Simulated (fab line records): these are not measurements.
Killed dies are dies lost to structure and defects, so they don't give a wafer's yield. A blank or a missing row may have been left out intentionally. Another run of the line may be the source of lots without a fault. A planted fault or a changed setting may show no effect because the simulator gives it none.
Matching of chambers | flow n5_finfet | uv_cure-02 running N5_BEOL_M11_CURE_71: 3 sister chambers
The step cures SiCOH lowk, time 240 s. 6 wafers are shown with their chamber, then 12 later ones without.

== WAFERS PAIRED WITH THEIR CHAMBERS ==
wafer  | chamber | wafer_temp_C_max | lamp_power_pct (%)
L084.3 | 0       | 385.8            | 52.28
L084.6 | 0       | 385.9            | 52.33
L087.4 | 2       | 386.6            | 52.25
L087.6 | 2       | 386.5            | 52.16
L090.2 | 1       | 387.3            | 52.35
L090.5 | 1       | 386.2            | 52.23

== WAFERS MISSING THEIR CHAMBER ==
wafer  | wafer_temp_C_max | lamp_power_pct (%)
L092.1 | 387.7            | 52.36
L092.3 | 386.9            | 52.32
L092.4 | 387.1            | 52.38
L092.2 | 387.3            | 52.36
L092.5 | 386.7            | 52.24
L092.6 | 387.1            | 52.39
L096.1 | 386.9            | 52.31
L096.2 | 387.7            | 52.38
L096.4 | 386.8            | 52.26
L097.1 | 386.9            | 52.39
L097.4 | 387.1            | 52.22
L097.6 | 386.9            | 52.22

== THE CHAMBER EACH PASSED THROUGH ==
wafer  | from the rows above          | in truth
L092.1 | can't be placed: 1 or 2 or 0 | 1
L092.3 | can't be placed: 1 or 2 or 0 | 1
L092.4 | can't be placed: 1 or 2 or 0 | 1
L092.2 | can't be placed: 1 or 2 or 0 | 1
L092.5 | can't be placed: 2 or 1 or 0 | 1
L092.6 | can't be placed: 1 or 0 or 2 | 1
L096.1 | can't be placed: 1 or 2 or 0 | 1
L096.2 | can't be placed: 1 or 2 or 0 | 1
L096.4 | can't be placed: 1 or 2 or 0 | 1
L097.1 | can't be placed: 1 or 0 or 2 | 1
L097.4 | can't be placed: 2 or 1 or 0 | 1
L097.6 | can't be placed: 2 or 1 or 0 | 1
Placed correctly: 0 of 12. Not placeable from these rows: 12 (in 12, the candidates include the true chamber). Wrongly placed: 0.
How it was worked out, from the rows above alone: a wafer's distance from a chamber is the root of the sum, over the readings, of the square of ((its reading less the chamber's mean) divided by the reading's scatter). If the next closest chamber is less than 2 further off than the closest, the wafer can't be placed; otherwise it belongs to the closest. Each chamber's mean is taken over the wafers shown for it. How the scatter is found: for the shown wafers, subtract from each reading the mean of its chamber, square and add these, divide the total by (wafers less chambers), then take the root.
